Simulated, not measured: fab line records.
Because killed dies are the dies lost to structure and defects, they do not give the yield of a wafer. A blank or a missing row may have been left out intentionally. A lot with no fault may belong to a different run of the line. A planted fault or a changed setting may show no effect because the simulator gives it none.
A struck lot beside a sound one -- flow nand harc -- 39 out of 1159 route steps
Sound: wafers L727.2, L727.4, L727.5. The struck wafers were L718.3, L718.5, L718.6. At the end, the cause is stated.
At each step with rows: each side's tool, then ch and its chambers, then its first start. Under that, the readings that differ: sound wafers -- struck wafers -- difference of the means -- sigmas: that difference in standard deviations of wafers without a fault.
alike: same words and numbers on both sides, and readings whose means sit less than 2 such deviations apart. not compared: any withheld reading, any reading some wafer has no value for, any bound like >300 that may hide the same value, and any number with overlapping values for which the record gives no deviation.
A row with sigmas, a row that says differs or no value, or rows on one side alone: a step with any of these is where the two part. Numbers that have no deviation but don't overlap get no sigmas and don't part them. A reading missing from all wafers of one side parts the sides only when that side holds two or more wafers.

first, 1 step without rows for these wafers: NHARC_THIN_TSV_ETCH_44 (etches the open film in CF4/O2, target depth 1594.2 nm, time 797.1 s).
NHARC_THIN_TSV_ETCH_15: target depth 3000 nm, bosch target overetch cycles 2, bosch etch step 2.8 s.
  sound on rie si-04 ch 1,2,3, day 23 00:29; struck on rie si-05 ch 0,1, day 20 02:16
  alike: drypump motor current A
  not compared: rf hours counter h
NHARC_THIN_TSV_CD_MEAS_16:
  struck on cd sem-02, day 20 02:25; sound on cd sem-01, day 23 00:37
  alike: cd nm
then, 4 steps without rows for these wafers: NHARC_THIN_TSV_STRIP_45 (strips in O2); NHARC_THIN_TSV_STRIP_46 (strips in post etch residue remover, time 1200 s); NHARC_THIN_TSV_DEP_47 (deposits SiO2, target thk 200 nm); NHARC_THIN_TSV_ETCHBACK_48 (etches the open film in C4F8/Ar, target depth 1028.5 nm, time 405.17 s).
NHARC_THIN_TSV_STRIP_62: strips in N2/H2, time 20 s.
  sound on plasma asher-02 ch 0,1, day 23 02:20; struck on plasma asher-02 ch 0,1, day 20 04:13
  alike: drypump motor current A, heater power w, temp c
  not compared: rf hours counter h
then, 4 steps without rows for these wafers: NHARC_THIN_TSV_DEGAS_49 (time 120 s); NHARC_THIN_TSV_PRE_CLEAN_50 (time 30 s); NHARC_THIN_TSV_PVD_19 (deposits TaN, target thk 20 nm); NHARC_THIN_TSV_PVD_51 (deposits Cu, target thk 100 nm).
NHARC_THIN_TSV_ECD_20: material Cu, target thk 2000 nm.
  sound on ecd cu-01 ch 0,1, day 23 03:04; struck on ecd cu-02 ch 0,1, day 20 05:07
NHARC_THIN_TSV_ANNEAL_52: time 90 s.
  sound on rtp anneal-02 ch 0, day 23 03:47; struck on rtp anneal-02 ch 0, day 20 05:45
  alike: wafer_temp_C_max
then, 14 steps without rows for these wafers: NHARC_THIN_TSV_CMP_21 (polishes, t overpolish 30 s, target thk 2000 nm); NHARC_THIN_TSV_SRD_23; NHARC_THIN_TSV_DEGAS_53 (time 60 s); NHARC_THIN_TSV_PRE_CLEAN_54 (time 30 s); NHARC_THIN_TSV_PVD_55 (deposits TiN, target thk 50 nm); NHARC_THIN_TSV_PVD_24 (deposits Al, target thk 800 nm); NHARC_THIN_TSV_DEHYDRATE_25 (time 120 s); NHARC_THIN_TSV_HMDS_26 (time 30 s); NHARC_THIN_TSV_COAT_27; NHARC_THIN_TSV_SOFTBAKE_28 (time 95 s); NHARC_THIN_TSV_EBR_29; NHARC_THIN_TSV_EXPOSE_30 (exposes mask PAD); NHARC_THIN_TSV_PEB_31 (peb time 85 s); NHARC_THIN_TSV_DEVELOP_32 (time 70 s).
NHARC_THIN_TSV_CD_MEAS_33: the cd target is 5000 nm.
  sound on cd sem-02 ch 0, day 23 05:41; struck on cd sem-02 ch 0, day 20 07:49
  alike: cd nm
then, 2 steps without rows for these wafers: NHARC_THIN_TSV_HARDBAKE_34 (time 80 s); NHARC_THIN_TSV_DESCUM_35 (chemistry O2, time 3 s).
NHARC_THIN_TSV_ETCH_59: etches the open film in Cl2/BCl3, target depth 880 nm, time 138.1 s.
  sound on rie metal-02 ch 0, day 23 06:03; struck on rie metal-02 ch 0,1, day 20 08:10
  alike: chamber pressure mTorr, drypump motor current A, oes product au, throttle valve pct
  not compared: rf hours counter h
NHARC_THIN_TSV_ETCH_36: etches the open film in Cl2/BCl3, target depth 65 nm, time 18.571 s.
  sound on rie metal-02 ch 0, day 23 06:28; struck on rie metal-02 ch 0,1, day 20 08:22
  alike: chamber pressure mTorr, drypump motor current A, oes product au
  not compared: rf hours counter h
then, 2 steps without rows for these wafers: NHARC_THIN_TSV_STRIP_56 (strips in O2); NHARC_THIN_TSV_STRIP_57 (strips in post etch residue remover, time 1200 s).
NHARC_THIN_TSV_CD_MEAS_37:
  struck on cd sem-01, day 20 09:15; sound on cd sem-03, day 23 07:23
  alike: cd nm
then, 1 step without rows for these wafers: NHARC_THIN_TSV_ANNEAL_58 (time 1800 s).
NHARC_END_WLT_00:
  struck on prober-01, day 21 04:13; sound on prober-02, day 23 12:09
  alike: VT_DECK1_BOTTOM, VT_DECK1_BOTTOM_INNER, VT_DECK1_MEDIAN_NEAR_BOTTOM, VT_DECK1_MEDIAN_NEAR_BOTTOM_INNER, VT_DECK1_MIDDLE, VT_DECK1_MIDDLE_INNER, VT_DECK1_TOP, VT_DECK1_TOP_INNER
NHARC_END_SORT_01:
  sound on prober-02 ch 0, day 23 15:26; struck on prober-01 ch 0, day 21 07:50
reading,sound,struck,difference,sigmas
defect limited yield (%),94.5 94.7 94.8,29.8 30.3 32.2,-63.9,-36
killed at other,0 0 0,458 454 440,+451,+99 or more
killed dies,37 36 35,475 472 459,+433,+36
sort_bin_2_pct (%),1.6 1.9 1.6,25.8 25.8 27.5,+24.7,+38
sort_bin_3_pct (%),0.15 0 0.44,7.09 6.06 4.87,+5.81,+28
sort_bin_4_pct (%),3.7 3.4 3.1,37.2 37.8 35.5,+33.4,+28
sort n pass,640 641 642,202 205 218,-433,-36
sort rim yield pct (%),97.2 97.2 97.2,30.2 24.5 33.0,-68.0,-36
sort yield pct (%),94.5 94.7 94.8,29.8 30.3 32.2,-63.9,-36
  alike: killed at array, killed at periphery, killed open, killed short

WHERE THEY PART
NHARC_END_SORT_01 only, going by this record.

WHY: what the simulator had put in
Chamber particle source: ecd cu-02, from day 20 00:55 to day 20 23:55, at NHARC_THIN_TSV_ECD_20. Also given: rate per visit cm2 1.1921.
